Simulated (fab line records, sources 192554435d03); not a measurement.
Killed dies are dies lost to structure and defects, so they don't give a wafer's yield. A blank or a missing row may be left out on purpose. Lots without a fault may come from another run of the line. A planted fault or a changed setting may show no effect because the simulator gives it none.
A struck lot beside a sound one | flow n5_finfet | 38 steps out of a route of 1938
Sound: wafers L458.1, L458.3, L458.4. Struck: wafers L466.2, L466.4. (L466.3 of the same lot was not struck and is left out.) The cause comes at the end.
At each step with rows: each side's tool, then ch and its chambers, then its first start. Under that, the readings that differ: sound wafers | struck wafers | difference of the means | sigmas: that difference in standard deviations of wafers without a fault.
alike: readings whose means differ by less than 2 such deviations, and words and numbers that are the same on both sides. not compared: withheld readings, readings that some wafer has no value for, bounds like >300 that may hide the same value, and numbers for which the record gives no deviation and whose values overlap.
The two part at a step that has a row with sigmas, a row that says differs or no value, or rows on one side only. Numbers that don't overlap but have no deviation are shown without sigmas and don't part them. A reading that every wafer of one side lacks parts them only if that side has two wafers or more.

first, 9 steps without rows for these wafers: N5_BEOL_M4_ANNEAL_95 (time 240 s); N5_BEOL_M4_SPUTTER_96 (material Cu, target thk 4.5 nm, time 8.29 s); N5_BEOL_M4_ECD_50 (material Cu, target thk 300 nm); N5_BEOL_M4_ANNEAL_51 (time 90 s); N5_BEOL_M4_CMP_52 (polishes, stops on SiOC, t overpolish 6.8 s, target thk 40 nm); N5_BEOL_M4_PRE_CLEAN_60 (time 15 s); N5_BEOL_M4_CO_CAP_55 (material Co, precursor CCTBA/H2, target thk 2 nm, time 102.1 s); N5_BEOL_M4_PRE_CLEAN_56 (time 15 s); N5_BEOL_M4_DEP_57 (deposits SiCN from 3MS/NH3, target thk 8 nm, time 14 s).
N5_BEOL_M4_RC_MEAS_101:
  sound on prober-01 ch 0, day 10 00:34; struck on prober-02 ch 0, day 11 18:33
  reading       | sound          | struck    | difference | sigmas
  DIBL_N (mV/V) | 34.2 35.8 35.6 | 37.3 39.6 | +3.2       | +2
  alike: DIBL_P, IOFF_N, IOFF_P, ION_N, ION_P, SS_N, SS_P, VT_N, VT_P
then, 24 steps without rows for these wafers: N5_BEOL_M5_ILD_DEP_00 (deposits SiCOH lowk from DEMS/porogen, target thk 140.64 nm, time 25.9 s); N5_BEOL_M5_CURE_79 (cures SiCOH lowk, time 240 s); N5_BEOL_M5_PECVD_70 (deposits SiO2 from TEOS/O2, target thk 16 nm, time 18 s); N5_BEOL_M5_HM_DEP_02 (deposits TiN, target thk 20 nm); N5_BEOL_M5_COAT_59 (time 60 s, resist thk 60 nm); N5_BEOL_M5_COAT_60 (time 60 s, resist thk 12 nm); N5_BEOL_M5_COAT_71 (time 60 s, resist thk 5 nm); N5_BEOL_M5_COAT_05 (resist thk 30 nm); N5_BEOL_M5_EBR_07; N5_BEOL_M5_SOFTBAKE_06 (time 60 s); N5_BEOL_M5_EXPOSE_08 (exposes mask M5, target cd 28 nm); N5_BEOL_M5_PEB_09 (peb time 60 s); N5_BEOL_M5_DEVELOP_10 (develop time 30 s); N5_BEOL_M5_DESCUM_16 (chemistry O2, time 7 s); N5_BEOL_M5_ETCH_72 (etches underlayer in N2/H2, target depth 6.5 nm, time 5.2 s); N5_BEOL_M5_ETCH_61 (etches SiARC in CF4, target depth 15.6 nm, time 26 s); N5_BEOL_M5_ETCH_62 (etches SOC in N2/H2, target depth 75 nm, overetch 15 nm, time 112.5 s); N5_BEOL_M5_STRIP_63 (strips in N2/H2); N5_BEOL_M5_STRIP_73 (strips in N2/H2); N5_BEOL_M5_STRIP_64 (strips in CF4); N5_BEOL_M5_HM_OPEN_17 (chemistry Cl2/BCl3, target TiN, target depth 20 nm, overetch 6 nm); N5_BEOL_M5_STRIP_19 (strips in O2); N5_BEOL_M5_COAT_65 (time 60 s, resist thk 60 nm); N5_BEOL_M5_COAT_66 (time 60 s, resist thk 12 nm).
-- the record jumps here: 2 days lie between the struck wafers' starts before and after (it left off in module BEOL_M5 and takes up again in module BEOL_M11, whose first step shown is number 1536 of the route) --
N5_BEOL_M11_ILD_DEP_00: deposits SiCOH lowk from DEMS/porogen, target thk 308.51 nm, time 58 s.
  sound on pecvd-04 ch 1,2, day 12 10:26; struck on pecvd-04 ch 1, day 14 00:31
  reading                                             | sound             | struck    | difference | sigmas
  run_length_s (s)                                    | 100.3 100.3 100.6 | 69.5 69.9 | -30.7      | -54
  model.SiCOH_lowk_of_BEOL_M11_ILD_DEP_00.thk_nm (nm) | 305.8 308.2 312.4 | 150 154   | -157       |
  alike: chamber_pressure_Torr, heater_power_outer_w, heater_power_w, showerhead_plenum_p_Torr, throttle_valve_pct
N5_BEOL_M11_THK_MEAS_01:
  sound on film_metro-02, day 12 11:30; struck on film_metro-01, day 14 01:35
  reading          | sound       | struck  | difference | sigmas
  M11_ILD_THK (nm) | 266 268 271 | 129 132 | -138       | -38
N5_BEOL_M11_CMP_52: polishes, stops on SiCOH lowk, t overpolish 7 s, target thk 140 nm.
  sound on cmp-03 ch 0,1,3, day 12 18:10; struck on cmp-03 ch 1,2, day 14 09:38
  reading                                             | sound             | struck      | difference | sigmas
  model.SiCOH_lowk_of_BEOL_M11_ILD_DEP_00.thk_nm (nm) | 262.6 264.8 268.4 | 126.2 129.6 | -137.4     |
  alike: motor_current_A, pad_life_wafers, platen_rpm
N5_PASSIVATION_PROBE_49:
  the record has rows for the struck wafers here (prober-02, day 16 00:17) and none for the sound ones

WHERE THEY PART
First at N5_BEOL_M4_RC_MEAS_101; last, within this record, at N5_PASSIVATION_PROBE_49.

WHY: what the simulator had put in
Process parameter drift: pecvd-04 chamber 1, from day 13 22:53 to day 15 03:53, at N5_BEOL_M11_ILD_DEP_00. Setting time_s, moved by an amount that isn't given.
